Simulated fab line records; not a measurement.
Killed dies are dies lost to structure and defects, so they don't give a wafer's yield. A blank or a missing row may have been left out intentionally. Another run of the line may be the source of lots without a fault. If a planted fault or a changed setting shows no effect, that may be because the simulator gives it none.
Which of the tools did it? | flow nandHarc | 14 lots with 42 wafers sampled at 4 steps, on a route of 1159 steps

## WHAT EACH GAUGE READ, for each wafer
NHARC_A_ONON_D1_THK_MEAS_27: measures by ellipsometry. Usual: 999 nm for thkNm, sd 11.
lot  | measured     | on           | thkNm (nm)     | flag
L576 | day 8 00:19  | filmMetro-01 | 996 996 994    | 
L579 | day 8 20:25  | filmMetro-02 | 994 995 994    | 
L578 | day 8 20:25  | filmMetro-01 | 1017 1017 1016 | 
L580 | day 8 20:33  | filmMetro-01 | 1007 1008 1009 | 
L577 | day 8 20:46  | filmMetro-02 | 1003 1004 1003 | 
L587 | day 10 22:04 | filmMetro-01 | 1012 1013 1013 | 
L589 | day 11 09:23 | filmMetro-02 | 981 979 984    | 
L588 | day 11 09:44 | filmMetro-02 | 1000 1000 999  | 
L591 | day 11 16:58 | filmMetro-02 | 996 995 994    | 
L592 | day 11 16:58 | filmMetro-01 | 995 994 995    | 
L593 | day 12 02:53 | filmMetro-02 | 1001 1003 1001 | 
L595 | day 12 14:34 | filmMetro-02 | 997 998 998    | 
L597 | day 13 05:15 | filmMetro-02 | 1017 1013 1014 | 
L599 | day 14 04:11 | filmMetro-02 | 1000 1000 1002 | 

NHARC_A_ONON_D1_INSPECT_32. Usual: 72 for rawDefectCount, sd 24.
lot  | measured     | on               | rawDefectCount | flag
L576 | day 8 01:25  | defectInspect-02 | 134 104 126    | 
L579 | day 8 21:31  | defectInspect-02 | 136 67 60      | 
L578 | day 8 21:32  | defectInspect-01 | 66 65 72       | 
L580 | day 8 21:41  | defectInspect-02 | 86 86 84       | 
L577 | day 8 21:53  | defectInspect-01 | 56 132 56      | 
L587 | day 10 23:10 | defectInspect-01 | 60 73 54       | 
L589 | day 11 10:30 | defectInspect-01 | 55 122 77      | 
L588 | day 11 10:49 | defectInspect-02 | 65 109 108     | 
L591 | day 11 18:05 | defectInspect-01 | 54 63 53       | 
L592 | day 11 18:05 | defectInspect-02 | 55 47 51       | 
L593 | day 12 03:59 | defectInspect-02 | 75 72 70       | 
L595 | day 12 15:40 | defectInspect-01 | 72 93 90       | 
L597 | day 13 06:44 | defectInspect-02 | 82 38 28       | 
L599 | day 14 05:25 | defectInspect-01 | 39 77 47       | 

NHARC_A_CHANNEL_HOLE_D1_OVL_MEAS_11. Usual: overlayXNm -0.3 nm, standard deviation 0.96; overlayYNm 0.1 nm, standard deviation 0.93.
lot  | measured     | on         | overlayXNm (nm) | overlayYNm (nm) | flag
L576 | day 8 04:41  | overlay-02 | 1.6 0.8 1.4     | 0.8 1.0 1.1     | 
L579 | day 9 00:19  | overlay-02 | 1.6 1.7 1.6     | -0.5 -0.1 -0.2  | 
L578 | day 9 00:28  | overlay-01 | -0.7 -0.9 -0.9  | -2.3 -2.1 -1.8  | 
L580 | day 9 00:38  | overlay-02 | -0.6 -1.3 -1.0  | 0.0 0.0 0.1     | 
L577 | day 9 02:13  | overlay-02 | -1.5 -1.2 -1.6  | -0.9 -1.0 -0.9  | 
L587 | day 11 05:08 | overlay-02 | -0.3 -0.5 0.0   | -0.5 -0.8 -0.6  | 
L589 | day 11 13:56 | overlay-02 | 1.4 1.3 1.4     | -0.2 0.0 0.3    | 
L588 | day 11 14:59 | overlay-01 | 1.1 0.1 0.8     | -0.7 -0.8 -0.5  | 
L591 | day 11 20:54 | overlay-02 | -0.3 -0.7 -0.6  | 2.1 2.4 2.1     | 
L592 | day 11 22:04 | overlay-02 | -0.4 0.0 -0.5   | 0.9 1.3 1.1     | 
L593 | day 12 06:47 | overlay-02 | -0.5 -0.8 -0.7  | 0.4 -0.3 -0.4   | 
L595 | day 12 19:22 | overlay-01 | -0.3 0.6 -0.1   | -0.1 -0.1 -0.3  | 
L597 | day 13 11:44 | overlay-02 | -0.6 -0.4 -0.7  | -0.5 -0.7 -0.4  | 
L599 | day 14 08:30 | overlay-01 | -2.0 -1.8 -1.6  | 0.0 -0.1 0.0    | 

## TOOL THAT RAN EACH LOT (tool first, then ch and the chambers of the sampled wafers, then the start)
lot  | NHARC_A_CHANNEL_HOLE_D1_SOFTBAKE_05
L576 | lithoTrack-01 ch 0, day 8 04:00
L579 | lithoTrack-04 ch 0, day 8 23:00
L578 | lithoTrack-01 ch 0, day 8 23:00
L580 | lithoTrack-06 ch 0, day 8 23:00
L577 | lithoTrack-04 ch 0, day 9 01:00
L587 | lithoTrack-01 ch 0, day 11 04:00
L589 | lithoTrack-04 ch 0, day 11 13:00
L588 | lithoTrack-01 ch 0, day 11 14:00
L591 | lithoTrack-06 ch 0, day 11 20:00
L592 | lithoTrack-04 ch 0, day 11 21:00
L593 | lithoTrack-06 ch 0, day 12 06:00
L595 | lithoTrack-06 ch 0, day 12 18:00
L597 | lithoTrack-06 ch 0, day 13 11:00
L599 | lithoTrack-01 ch 0, day 14 07:00
- NHARC_A_CHANNEL_HOLE_D1_SOFTBAKE_05: time 55 s.

## WHAT THE TOOLS THEMSELVES READ (means of the sampled wafers that have a number; where no wafer has one, the mark that the record gives instead)
NHARC_A_CHANNEL_HOLE_D1_SOFTBAKE_05. Usual: exhaustPa 45.2 Pa, standard deviation 1; heaterPowerTotalW 188.44 W, standard deviation 0.13; plateTempC 105.01 C, standard deviation 0.13.
lot  | tool          | exhaustPa (Pa) | heaterPowerTotalW (W) | plateTempC (C) | flag
L576 | lithoTrack-01 | 44.2           | 188.44                | 104.94         | 
L579 | lithoTrack-04 | 46.4           | 188.36                | 104.98         | 
L578 | lithoTrack-01 | 45.5           | 188.48                | 105.07         | 
L580 | lithoTrack-06 | 44.8           | 188.49                | 104.81         | 
L577 | lithoTrack-04 | 44.2           | 188.55                | 104.79         | 
L587 | lithoTrack-01 | 44.2           | 192.89                | 104.94         | OFF
L589 | lithoTrack-04 | 46.1           | 188.44                | 104.96         | 
L588 | lithoTrack-01 | 45.3           | 193.07                | 105.12         | OFF
L591 | lithoTrack-06 | 47.1           | 188.44                | 105.00         | 
L592 | lithoTrack-04 | 43.8           | 188.59                | 105.01         | 
L593 | lithoTrack-06 | 44.4           | 188.33                | 104.89         | 
L595 | lithoTrack-06 | 46.7           | 188.51                | 105.17         | 
L597 | lithoTrack-06 | 45.8           | 188.49                | 105.10         | 
L599 | lithoTrack-01 | 45.2           | 188.39                | 105.17         | 

## THE ANSWER, worked out from the rows above alone
Rule: take the mean of a lot's wafers that have a number; if it is more than 3 standard deviations from the usual mean, the lot is off. Also off: a lot with no number at a reading for which 4 or more lots have one. All remaining lots with rows at the step are treated as sound. After the gauges, taken in route order, come the tools' own readings; for these a lot's mean is taken, as printed above. At the first step where some lot is off, the reading lying furthest off is the one used; lots without a number count as furthest.
Off: L587, L588 (NHARC_A_CHANNEL_HOLE_D1_SOFTBAKE_05, heaterPowerTotalW).
If a tool, at that step or one of the process steps before it, ran each lot that is off and ran no sound lot following the first of them, it fits. No candidate that was tried fits.

## WHAT WAS PUT IN BY THE SIMULATOR
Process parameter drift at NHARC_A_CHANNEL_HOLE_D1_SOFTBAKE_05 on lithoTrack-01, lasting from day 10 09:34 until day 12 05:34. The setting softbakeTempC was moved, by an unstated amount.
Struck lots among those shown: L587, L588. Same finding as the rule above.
